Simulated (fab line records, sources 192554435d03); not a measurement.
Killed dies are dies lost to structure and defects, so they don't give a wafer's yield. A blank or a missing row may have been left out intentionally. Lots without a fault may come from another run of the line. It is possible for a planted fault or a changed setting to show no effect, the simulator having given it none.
fab line records	flow n5Finfet
record lots=7	wafers=21
route steps=1938 shown ZERO_LAYER@16 PMOS_HMC_CHANNEL_EPI@63 FIN_SAQP@108 DUMMY_GATE@224 SD_EPI_N@288 SD_EPI_P@321 SD_ACTIVATION@330 SDB@373 DUMMY_REMOVAL@377 HKMG_FIN@402
startH: start of the lot's first displayed wafer, in hours after the record's first day	waitH: hours from the lot's prior step to this one	" identical to the entry in the row above	L1.1+2: a row that stands for several wafers	- no value, or no start given	* or withheld: withheld	< > ~ a bound
route shown NAME@n: a module of which the file shows steps, and the number in the route of the first	usual: mean/standard deviation taken from wafers without a fault	same: alike in all rows	chamber/n: place in a boat	sites: readings site by site	_std_site: their standard deviation	_edge_site: mean of outer sites minus mean of inner sites	radiusMm: for every site, how far away it sits from the centre of the wafer	mask NAME#n: copy n	behind: the most recent tool/chamber to have shaped the wafer	hold: why the lot was held/for how many hours/how that ended	device: names the non-switching transistor (n, p or np)	end of line: tests run on the same wafers once the route is complete	a step without rows: its recipe alone	killed: dies lost to structure and defects at the first sort, not the wafer's yield	map: dies across one wafer; x = killed, . = not, _ = none there
set.NAME: the setting that was run; set.NAME@STEP: the one run at that earlier step	model.NAME: the simulator's own value behind a step, which no gauge read
lots where settings were altered on purpose, with a table for each step and a row for each wafer
## steps
# step N5_ZERO_LAYER_ETCH_18
# recipe chemistry=HBr/Cl2	target=Si	targetDepthA=1200	timeS=40	pressureMtorr=10	icpW=800	biasW=75	HBr_flow_sccm=150	Cl2_flow_sccm=80
lot.wafer	tool	chamber	startH	waitH	set.biasW	model.ZERO_LAYER.featureDepthNm	model.etch.depthNm
L075.1	rieSi-04	3	19.06	0.0	75	121.7	121.7
L075.2	"	1	"	"	75	119.2	119.2
L075.4	"	2	"	"	75	120.5	120.5
L079.3	rieSi-03	3	42.79	0.0	75	120.1	120.1
L079.4	"	1	"	"	63.13	114.7	114.7
L079.5	"	1	"	"	63.13	116.2	116.2
L086.2	rieSi-04	0	84.91	0.0	75	120.4	120.4
L086.4	"	3	"	"	81.71	124.3	124.3
L086.6	"	0	"	"	81.71	122.6	122.6
L087.3	rieSi-01	1	90.95	0.0	79.57	121.4	121.4
L087.5	"	0	"	"	79.57	120.8	120.8
L087.6	"	1	"	"	75	119.4	119.4
L091.2	rieSi-04	1	114.87	0.0	75	118.6	118.6
L091.3	"	0	"	"	75	119.6	119.6
L091.4	"	3	"	"	84.82	125	125
L095.1	rieSi-01	0	138.79	0.0	75	118.5	118.5
L095.4	"	1	"	"	75	118.4	118.4
L095.5	"	2	"	"	75	118.2	118.2
L096.3	rieSi-01	3	145.28	0.0	88.12	126.3	126.3
L096.4	"	2	"	"	88.12	124.5	124.5
L096.5	"	1	"	"	75	118.7	118.7
# step N5_PMOS_HMC_CHANNEL_EPI_PEB_07
# recipe pebTempC=110	pebTimeS=60	resist=CAR-ArF-block
lot.wafer	tool	chamber	startH	waitH	set.pebTimeS
L075.1+2+4	lithoTrack-01	0	25.24	0.1	60
L079.3+4	lithoTrack-04	0	47.04	0.0	60
L079.5	"	0	"	"	52.24
L086.2	lithoTrack-01	0	89.40	0.0	49.6
L086.4+6	"	0	"	"	60
L087.3+5	lithoTrack-01	0	95.06	0.0	60
L087.6	"	0	"	"	67.08
L091.2+4	lithoTrack-03	0	119.04	0.0	60
L091.3	"	0	"	"	48.14
L095.1+4	lithoTrack-03	0	143.73	0.1	60
L095.5	"	0	"	"	49.67
L096.3+5	lithoTrack-03	0	149.79	0.0	52.98
L096.4	"	0	"	"	60
# step N5_PMOS_HMC_CHANNEL_EPI_DEVELOP_08
# recipe developTimeS=30	developer=TMAH	resist=CAR-ArF-block	devTempC=23	rinseLiquid=diw	dry=airSpin
# step N5_PMOS_HMC_CHANNEL_EPI_CD_MEAS_09
# recipe targetCdNm=237.4	landingEnergyEv=500	detector=seInlens
# usual cdNm=237.3/0.83
lot.wafer	tool	chamber	startH	waitH	set.pebTimeS@PMOS_HMC_CHANNEL_EPI_PEB_07	cdNm
L075.1	cdSem-03	0	25.30	-	60	237.5
L075.2	"	0	"	"	60	237.2
L075.4	"	0	"	"	60	236.7
L079.3	cdSem-02	0	47.11	-	60	237.6
L079.4	"	0	"	"	60	237.6
L079.5	"	0	"	"	52.24	232.0
L086.2	cdSem-03	0	89.47	-	49.6	230.3
L086.4	"	0	"	"	60	236.4
L086.6	"	0	"	"	60	237.8
L087.3	cdSem-03	0	95.12	-	60	236.8
L087.5	"	0	"	"	60	236.8
L087.6	"	0	"	"	67.08	241.4
L091.2	cdSem-02	0	119.11	-	60	236.9
L091.3	"	0	"	"	48.14	228.2
L091.4	"	0	"	"	60	237.5
L095.1	cdSem-03	0	143.80	-	60	237.3
L095.4	"	0	"	"	60	237.1
L095.5	"	0	"	"	49.67	229.4
L096.3	cdSem-02	0	149.86	-	52.98	232.2
L096.4	"	0	"	"	60	238.0
L096.5	"	0	"	"	52.98	231.9
# step N5_PMOS_HMC_CHANNEL_EPI_DESCUM_14
# recipe chemistry=O2	timeS=7.9	sourcePowerW=50	biasPowerW=20	pressureMtorr=20	rfFrequencyHz=2.712e+07	tempC=40	resist=CAR-ArF-block	o2FlowSccm=225
lot.wafer	tool	chamber	startH	waitH	set.pebTimeS@PMOS_HMC_CHANNEL_EPI_PEB_07	model.PMOS_HMC_CHANNEL_EPI.cdNm
L075.1	rieDiel-03	3	25.39	0.0	60	237.5
L075.2	"	1	"	"	60	237.2
L075.4	"	2	"	"	60	236.9
L079.3	rieDiel-03	0	47.46	0.3	60	237.9
L079.4	"	1	"	"	60	237.4
L079.5	"	3	"	"	52.24	231.9
L086.2	rieDiel-04	0	89.55	0.0	49.6	229.9
L086.4	"	1	"	"	60	236.5
L086.6	"	3	"	"	60	237.7
L087.3+5	rieDiel-01	1,3	95.21	0.0	60	236.6
L087.6	"	2	"	"	67.08	241.3
L091.2	rieDiel-04	1	119.19	0.0	60	236.9
L091.3	"	0	"	"	48.14	228.5
L091.4	"	3	"	"	60	237.2
L095.1	rieDiel-03	2	144.87	1.0	60	237.4
L095.4	"	2	"	"	60	236.8
L095.5	"	1	"	"	49.67	229.3
L096.3	rieDiel-01	2	149.94	0.0	52.98	232.5
L096.4	"	2	"	"	60	237.8
L096.5	"	3	"	"	52.98	232.2
# step N5_PMOS_HMC_CHANNEL_EPI_ETCH_32
# recipe chemistry=N2/H2	target=BARC	stopOn=SiO2	targetDepthA=858	overEtchFrac=0.3	timeS=50.3	ionEnergyEv=200	maskMaterial=CAR-ArF-block	pressureMtorr=30	sourceW=840	biasW=150	n2FlowSccm=200	h2FlowSccm=200
lot.wafer	tool	chamber	startH	waitH	set.pebTimeS@PMOS_HMC_CHANNEL_EPI_PEB_07	model.PMOS_HMC_CHANNEL_EPI.cdNm
L075.1	rieDiel-03	3	25.43	0.0	60	239.7
L075.2+4	"	1,2	"	"	60	239.9
L079.3	rieDiel-03	0	47.49	0.0	60	240.8
L079.4	"	1	"	"	60	239.9
L079.5	"	3	"	"	52.24	233.9
L086.2	rieDiel-04	0	89.59	0.0	49.6	232.8
L086.4	"	1	"	"	60	239.5
L086.6	"	3	"	"	60	240.1
L087.3	rieDiel-01	1	95.24	0.0	60	238.3
L087.5	"	3	"	"	60	238.6
L087.6	"	2	"	"	67.08	244.1
L091.2	rieDiel-04	1	119.23	0.0	60	239.2
L091.3	"	0	"	"	48.14	231
L091.4	"	3	"	"	60	239.1
L095.1	rieDiel-03	2	144.91	0.0	60	239.6
L095.4	"	2	"	"	60	239.2
L095.5	"	1	"	"	49.67	231.8
L096.3	rieDiel-01	2	149.98	0.0	52.98	234.7
L096.4	"	2	"	"	60	240
L096.5	"	3	"	"	52.98	233.6
# step N5_FIN_SAQP_EXPOSE_13
# recipe maskId=FIN_CORE	na=1.35	sourceShape=dipole	sigmaInner=0.538	sigmaOuter=0.738	polarization=te	targetCdNm=35.6	doseMj=63.25
lot.wafer	tool	chamber	startH	waitH	mask	set.doseMj
L075.1+2+4	arfiScanner-01	0	29.40	-	FIN_CORE#0	63.25
L079.3+4	arfiScanner-01	0	51.56	-	FIN_CORE#0	65.19
L079.5	"	0	"	"	FIN_CORE#0	63.25
L086.2	arfiScanner-03	0	94.02	-	FIN_CORE#0	63.25
L086.4+6	"	0	"	"	FIN_CORE#0	59.92
L087.3+6	arfiScanner-03	0	102.40	-	FIN_CORE#0	63.25
L087.5	"	0	"	"	FIN_CORE#0	64.77
L091.2+3+4	arfiScanner-03	0	124.08	-	FIN_CORE#0	63.25
L095.1	arfiScanner-01	0	149.16	-	FIN_CORE#0	59.47
L095.4+5	"	0	"	"	FIN_CORE#0	63.25
L096.3+4	arfiScanner-01	0	154.78	-	FIN_CORE#0	67.77
L096.5	"	0	"	"	FIN_CORE#0	63.25
# step N5_FIN_SAQP_PEB_14
# recipe pebTempC=withheld	pebTimeS=60	resist=CAR-ArF
# step N5_FIN_SAQP_DEVELOP_15
# recipe developTimeS=30	developer=TMAH	resist=CAR-ArF	devTempC=23	rinseLiquid=diw	dry=airSpin
# step N5_FIN_SAQP_CD_MEAS_16
# recipe targetCdNm=35.6	landingEnergyEv=500	detector=seInlens
# usual cdNm=35.59/0.25
lot.wafer	tool	chamber	startH	waitH	set.doseMj@FIN_SAQP_EXPOSE_13	cdNm
L075.1	cdSem-03	0	29.53	-	63.25	35.55
L075.2	"	0	"	"	63.25	35.78
L075.4	"	0	"	"	63.25	35.64
L079.3	cdSem-03	0	51.69	-	65.19	34.90
L079.4	"	0	"	"	65.19	35.01
L079.5	"	0	"	"	63.25	35.85
L086.2	cdSem-01	0	94.15	-	63.25	35.83
L086.4	"	0	"	"	59.92	36.91
L086.6	"	0	"	"	59.92	36.94
L087.3	cdSem-02	0	102.52	-	63.25	35.53
L087.5	"	0	"	"	64.77	35.24
L087.6	"	0	"	"	63.25	35.97
L091.2	cdSem-01	0	124.21	-	63.25	36.01
L091.3	"	0	"	"	63.25	35.59
L091.4	"	0	"	"	63.25	35.37
L095.1	cdSem-02	0	149.29	-	59.47	37.31
L095.4	"	0	"	"	63.25	35.41
L095.5	"	0	"	"	63.25	35.39
L096.3	cdSem-02	0	154.90	-	67.77	33.36
L096.4	"	0	"	"	67.77	33.56
L096.5	"	0	"	"	63.25	35.76
# step N5_DUMMY_GATE_COAT_28
# recipe resist=underlayer	tempC=205	timeS=60	spinRpm=1500	resistThkNm=10
lot.wafer	tool	chamber	startH	waitH	set.spinRpm	model.underlayer_of_DUMMY_GATE_COAT_28.thkNm
L075.1+2+4	lithoTrack-03	0	-	-	1500	10
L079.3	lithoTrack-03	0	-	-	1500	10
L079.4+5	"	0	"	"	1457	10.2
L086.2+6	lithoTrack-03	0	-	-	1665	9.4
L086.4	"	0	"	"	1500	10
L087.3+5	lithoTrack-03	0	-	-	1500	10
L087.6	"	0	"	"	1564	9.8
L091.2	lithoTrack-05	0	-	-	1500	10
L091.3+4	"	0	"	"	1423	10.2
L095.1+4+5	lithoTrack-03	0	-	-	1500	10
L096.3	lithoTrack-05	0	-	-	1561	9.8
L096.4+5	"	0	"	"	1500	10
# step N5_SD_EPI_N_EPI_21
# recipe material=Si:P	dopant=P	tempC=680	pressureTorr=255	timeS=690
lot.wafer	tool	chamber	startH	waitH	set.timeS	model.Si-P_of_SD_EPI_N_EPI_21.thkNm
L075.1+2	epiRpcvd-02	0	58.91	0.1	690	59.4
L075.4	"	0	"	"	690	59
L079.3	epiRpcvd-03	0	80.99	0.7	690	57.2
L079.4	"	0	"	"	563.3	51
L079.5	"	0	"	"	690	57.8
L086.2	epiRpcvd-02	0	127.00	0.4	690	60
L086.4	"	0	"	"	653.1	58.4
L086.6	"	0	"	"	690	60.6
L087.3	epiRpcvd-03	0	132.77	0.7	690	59.2
L087.5	"	0	"	"	690	59.6
L087.6	"	0	"	"	816.4	66.8
L091.2	epiRpcvd-02	0	151.98	0.4	690	58.8
L091.3	"	0	"	"	690	59
L091.4	"	0	"	"	690	59.2
L095.1	epiRpcvd-04	0	182.01	0.2	815.6	65.8
L095.4	"	0	183.13	1.2	690	59.4
L095.5	"	0	"	"	815.6	65.6
L096.3	epiRpcvd-02	0	183.14	0.7	690	58.8
L096.4	"	0	"	"	690	57.4
L096.5	"	0	"	"	603.5	53.2
# step N5_SD_EPI_N_EPI_MEAS_23
# recipe mode=xrd
# usual thkNm=58.9/1.1
lot.wafer	tool	chamber	startH	waitH	set.timeS@SD_EPI_N_EPI_21	thkNm
L075.1	filmMetro-02	-	60.63	1.4	690	60.2
L075.2	"	-	"	"	690	58.2
L075.4	"	-	"	"	690	58.7
L079.3	filmMetro-02	-	82.15	0.9	690	56.6
L079.4	"	-	"	"	563.3	49.6
L079.5	"	-	"	"	690	56.9
L086.2	filmMetro-02	-	128.44	1.2	690	60.5
L086.4	"	-	"	"	653.1	57.8
L086.6	"	-	"	"	690	61.9
L087.3	filmMetro-02	-	133.93	0.9	690	58.5
L087.5	"	-	"	"	690	59.1
L087.6	"	-	"	"	816.4	66.8
L091.2	filmMetro-02	-	153.41	1.2	690	58.4
L091.3	"	-	"	"	690	58.0
L091.4	"	-	"	"	690	60.1
L095.1	filmMetro-01	-	184.28	1.9	815.6	66.7
L095.4	"	-	"	"	690	58.6
L095.5	"	-	"	"	815.6	65.3
L096.3	filmMetro-02	-	184.30	0.9	690	58.8
L096.4	"	-	"	"	690	57.9
L096.5	"	-	"	"	603.5	53.0
# step N5_SD_EPI_N_PRECLEAN_24
# recipe chemistry=O3/DIW	timeS=60	tempC=22	o3Ppm=10
# step N5_SD_EPI_N_SRD_25
# recipe timeS=30	tempC=23	rinseLiquid=diw	dry=ipaMarangoni
# step N5_SD_EPI_P_EPI_21
# recipe material=SiGe:B	dopant=B	tempC=550	pressureTorr=20	ambient=H2	timeS=355
# step N5_SD_EPI_P_HM_STRIP_48
# recipe chemistry=H3PO4	tempC=160	material=SiNx	target=SiNx	targetDepthA=30	overetchFraction=0.3
lot.wafer	tool	chamber	startH	waitH	set.timeS@SD_EPI_N_EPI_21	model.Si-P_of_SD_EPI_N_EPI_21.thkNm
L075.1+2	wetBench-04	6,5	65.13	0.0	690	58.8
L075.4	"	4	"	"	690	58.4
L079.3	wetBench-05	0	87.51	0.0	690	56.6
L079.4	"	1	"	"	563.3	50.4
L079.5	"	6	"	"	690	57
L086.2	wetBench-02	5	133.18	0.0	690	59.2
L086.4	"	3	"	"	653.1	57.6
L086.6	"	6	"	"	690	60
L087.3	wetBench-05	5	141.01	0.0	690	58.6
L087.5	"	1	"	"	690	58.8
L087.6	"	2	"	"	816.4	66
L091.2	wetBench-04	0	161.96	0.0	690	58.2
L091.3	"	6	"	"	690	58.4
L091.4	"	1	"	"	690	58.6
L096.3	wetBench-04	3	189.15	0.0	690	58.2
L096.4	"	5	"	"	690	56.8
L096.5	"	7	"	"	603.5	52.6
L095.1	wetBench-02	6	189.66	0.0	815.6	65
L095.4	"	1	"	"	690	58.8
L095.5	"	0	"	"	815.6	64.8
# step N5_SD_EPI_P_SRD_49
# recipe dry=ipaMarangoni	timeS=30	tempC=23	rinseLiquid=diw
# step N5_SD_EPI_P_PRECLEAN_24
# recipe chemistry=O3/DIW	timeS=45	tempC=22	o3Ppm=10
# step N5_SD_ACTIVATION_RTA_00
# recipe tempC=975	timeS=0	ambient=N2	idleTempC=600	rampUpCPerS=150	rampDownCPerS=60	coolToC=600
# step N5_SD_ACTIVATION_LSA_01
# recipe tempC=1080	timeS=0.0008	ambient=N2
# step N5_SD_ACTIVATION_RS_MEAS_03
# recipe thkMeasGauge=four-point-probe
# usual RS_SD_N=21.92/0.28	RS_SD_P=56.0/0.9
lot.wafer	tool	chamber	startH	waitH	set.timeS@SD_EPI_N_EPI_21	RS_SD_N[ohm/sq]	RS_SD_P[ohm/sq]
L075.1	filmMetro-01	-	65.70	0.2	690	21.71	55.7
L075.2	"	-	"	"	690	21.86	55.9
L075.4	"	-	"	"	690	21.86	56.3
L079.3	filmMetro-01	-	88.30	0.2	690	22.63	56.3
L079.4	"	-	"	"	563.3	25.21	56.9
L079.5	"	-	"	"	690	22.49	57.1
L086.2	filmMetro-01	-	133.76	0.2	690	21.72	56.1
L086.4	"	-	"	"	653.1	22.22	56.9
L086.6	"	-	"	"	690	21.32	56.9
L087.3	filmMetro-01	-	141.67	0.2	690	21.72	54.6
L087.5	"	-	"	"	690	21.78	55.2
L087.6	"	-	"	"	816.4	19.02	54.6
L091.2	filmMetro-02	-	162.60	0.2	690	21.87	55.9
L091.3	"	-	"	"	690	21.78	55.9
L091.4	"	-	"	"	690	21.96	56.7
L096.3	filmMetro-02	-	189.85	0.2	690	21.90	55.8
L096.4	"	-	"	"	690	22.39	55.1
L096.5	"	-	"	"	603.5	24.45	55.4
L095.1	filmMetro-02	-	190.59	0.2	815.6	19.62	56.5
L095.4	"	-	"	"	690	21.66	56.4
L095.5	"	-	"	"	815.6	19.46	56.2
# step N5_SDB_ALD_29
# recipe material=SiNx	targetThkA=300	tempC=400	aldPrecursorFamily=SiH2I2	aldCoReactant=N2/H2-plasma	pulseTimeS=1	aldCycles=600	purgeTimeS=2	coReactantPurgeTimeS=2	pressureTorr=2
lot.wafer	tool	chamber	startH	waitH	set.aldCycles	model.SiNx_of_SDB_ALD_29.thkNm
L075.1+2+4	aldSin-04	1,0,2	75.63	0.1	600	30
L079.3	aldSin-01	1	99.94	3.2	570	28.8
L079.4	"	0	"	"	570	28.6
L079.5	"	0	101.30	4.6	600	30.2
L086.2	aldSin-04	3	142.33	0.0	600	30
L086.4+6	"	2,1	"	"	533	26.6
L087.3+5	aldSin-02	2,3	149.69	0.0	600	30
L087.6	"	2	151.04	1.4	600	29.8
L091.2	aldSin-04	0	170.54	0.0	639	31.8
L091.3	"	2	"	"	639	31.6
L091.4	"	1	"	"	600	30
L095.1	aldSin-01	1	198.62	0.0	600	30.2
L095.4	"	2	"	"	600	30
L095.5	"	1	199.97	1.4	501	25.2
L096.3+4	aldSin-04	2,1	198.96	0.0	600	30
L096.5	"	2	200.31	1.4	534	26.6
# step N5_SDB_CMP_30
# recipe stopOn=poly-Si	tOverpolishS=1.54	postCmpClean=alkalineBrush	downForcePsi=4.1491	platenRpm=51.796	padVelocityMS=1.0306	targetThkNm=30
lot.wafer	tool	chamber	startH	waitH	set.platenRpm
L075.4+1+2	cmp-03	1,2,3	78.36	1.4	51.796
L079.3	cmp-01	0	102.68	1.4	50.59
L079.4+5	"	2,1	"	"	51.796
L086.4+2+6	cmp-01	0,2,1	145.07	1.4	51.796
L087.3+6+5	cmp-01	3,3,0	152.42	1.4	51.796
L091.4+2+3	cmp-01	2,3,1	173.27	1.4	51.796
L095.1	cmp-03	2	201.35	1.4	52.46
L095.4+5	"	1,3	"	"	51.796
L096.4+3+5	cmp-01	0,3,1	201.70	1.4	51.796
# step N5_DUMMY_REMOVAL_HM_STRIP_01
# recipe chemistry=CH3F/O2	material=SiNx	targetDepthA=40	stopOn=poly-Si	timeS=6.8	overEtchFrac=0.3	ionEnergyEv=60	powerW=410	biasW=29	Ar_flow_sccm=150	CH3F_flow_sccm=30	O2_flow_sccm=20
lot.wafer	tool	chamber	startH	waitH	set.aldCycles@SDB_ALD_29	model.SiNx_of_SDB_ALD_29.thkNm
L075.1+2+4	rieDiel-01	1,0,2	78.72	0.0	600	29.4
L079.3	rieDiel-01	3	103.03	0.0	570	28.2
L079.4	"	1	"	"	570	28
L079.5	"	2	"	"	600	29.4
L086.2	rieDiel-04	1	145.54	0.2	600	29.4
L086.4	"	3	"	"	533	26.2
L086.6	"	0	"	"	533	26
L087.3+5	rieDiel-03	0	152.78	0.0	600	29.4
L087.6	"	1	"	"	600	29.2
L091.2	rieDiel-03	0	173.75	0.2	639	29
L091.3	"	2	"	"	639	29.6
L091.4	"	3	"	"	600	29.4
L095.1+4	rieDiel-03	1,3	201.87	0.2	600	29.4
L095.5	"	2	"	"	501	24.6
L096.3+4	rieDiel-03	2,3	202.20	0.2	600	29.4
L096.5	"	1	"	"	534	26
# step N5_HKMG_FIN_ETCH_54
# recipe chemistry=CF4	target=SiARC	targetDepthA=455	maskMaterial=CAR-ArF	timeS=75.8	ionEnergyEv=80	pressureMtorr=40	sourceW=545	biasW=36	Ar_flow_sccm=100	cf4FlowSccm=100	ends=cleared
# usual etchRfOnTimeS=75.8/1.3	rfVppV=184.2/1.2
lot.wafer	tool	chamber	startH	waitH	set.sourceW	etchRfOnTimeS	rfVppV
L075.1	rieDiel-06	1	80.89	0.0	545	75.8	182.4
L075.2	"	3	"	"	545	73.7	185.6
L075.4	"	2	"	"	545	76.2	183.9
L079.3	rieDiel-05	3	104.54	0.0	630.4	67.0	174.7
L079.4	"	2	"	"	630.4	68.3	173.0
L079.5	"	3	"	"	545	76.7	184.1
L086.2	rieDiel-02	0	147.36	0.0	545	74.0	184.5
L086.4	"	1	"	"	545	75.2	185.7
L086.6	"	0	"	"	545	74.2	184.4
L087.3	rieDiel-05	1	154.78	0.0	545	75.8	184.0
L087.5	"	0	"	"	545	73.8	182.5
L087.6	"	3	"	"	545	77.0	187.4
L091.2	rieDiel-02	3	175.26	0.0	545	77.5	183.2
L091.3	"	2	"	"	545	76.9	185.4
L091.4	"	0	"	"	461.9	86.6	195.4
L095.1	rieDiel-02	0	204.05	0.0	475.7	85.1	193.2
L095.4	"	2	"	"	475.7	86.8	193.7
L095.5	"	3	"	"	545	78.4	183.8
L096.3	rieDiel-02	1	204.93	0.0	591.7	69.9	181.1
L096.4	"	3	"	"	545	77.4	182.8
L096.5	"	3	"	"	591.7	72.5	178.0
## key
split step=N5_ZERO_LAYER_ETCH_18	setting=biasW	stated=75	by=wafer
response step=N5_ZERO_LAYER_ETCH_18	reading=model.ZERO_LAYER.featureDepthNm	change=+0.36	per=1%	r=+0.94
response step=N5_ZERO_LAYER_ETCH_18	reading=model.etch.depthNm	change=+0.36	per=1%	r=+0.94
split step=N5_PMOS_HMC_CHANNEL_EPI_PEB_07	setting=pebTimeS	stated=60	by=wafer
response step=N5_PMOS_HMC_CHANNEL_EPI_CD_MEAS_09	reading=cdNm	change=+0.437	per=1%	r=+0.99
response step=N5_PMOS_HMC_CHANNEL_EPI_DESCUM_14	reading=model.PMOS_HMC_CHANNEL_EPI.cdNm	change=+0.434	per=1%	r=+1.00
response step=N5_PMOS_HMC_CHANNEL_EPI_ETCH_32	reading=model.PMOS_HMC_CHANNEL_EPI.cdNm	change=+0.442	per=1%	r=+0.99
split step=N5_FIN_SAQP_EXPOSE_13	setting=doseMj	stated=63.25	by=wafer
response step=N5_FIN_SAQP_CD_MEAS_16	reading=cdNm	change=-0.29	per=1%	r=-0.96
split step=N5_DUMMY_GATE_COAT_28	setting=spinRpm	stated=1500	by=wafer
response step=N5_DUMMY_GATE_COAT_28	reading=model.underlayer_of_DUMMY_GATE_COAT_28.thkNm	change=-0.0518	per=1%	r=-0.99
split step=N5_SD_EPI_N_EPI_21	setting=timeS	stated=690	by=wafer
response step=N5_SD_EPI_N_EPI_21	reading=model.Si-P_of_SD_EPI_N_EPI_21.thkNm	change=+0.371	per=1%	r=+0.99
response step=N5_SD_EPI_N_EPI_MEAS_23	reading=thkNm	change=*	per=1%	r=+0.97
response step=N5_SD_EPI_P_HM_STRIP_48	reading=model.Si-P_of_SD_EPI_N_EPI_21.thkNm	change=+0.365	per=1%	r=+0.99
response step=N5_SD_ACTIVATION_RS_MEAS_03	reading=RS_SD_N	change=-0.143	per=1%	r=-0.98
split step=N5_SDB_ALD_29	setting=aldCycles	stated=600	by=wafer
response step=N5_SDB_ALD_29	reading=model.SiNx_of_SDB_ALD_29.thkNm	change=+0.299	per=1%	r=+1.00
response step=N5_DUMMY_REMOVAL_HM_STRIP_01	reading=model.SiNx_of_SDB_ALD_29.thkNm	change=+0.272	per=1%	r=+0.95
split step=N5_SDB_CMP_30	setting=platenRpm	stated=51.796	by=wafer
response none clear
split step=N5_HKMG_FIN_ETCH_54	setting=sourceW	stated=545	by=wafer
response step=N5_HKMG_FIN_ETCH_54	reading=etchRfOnTimeS	change=*	per=1%	r=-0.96
response step=N5_HKMG_FIN_ETCH_54	reading=rfVppV	change=-0.673	per=1%	r=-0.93
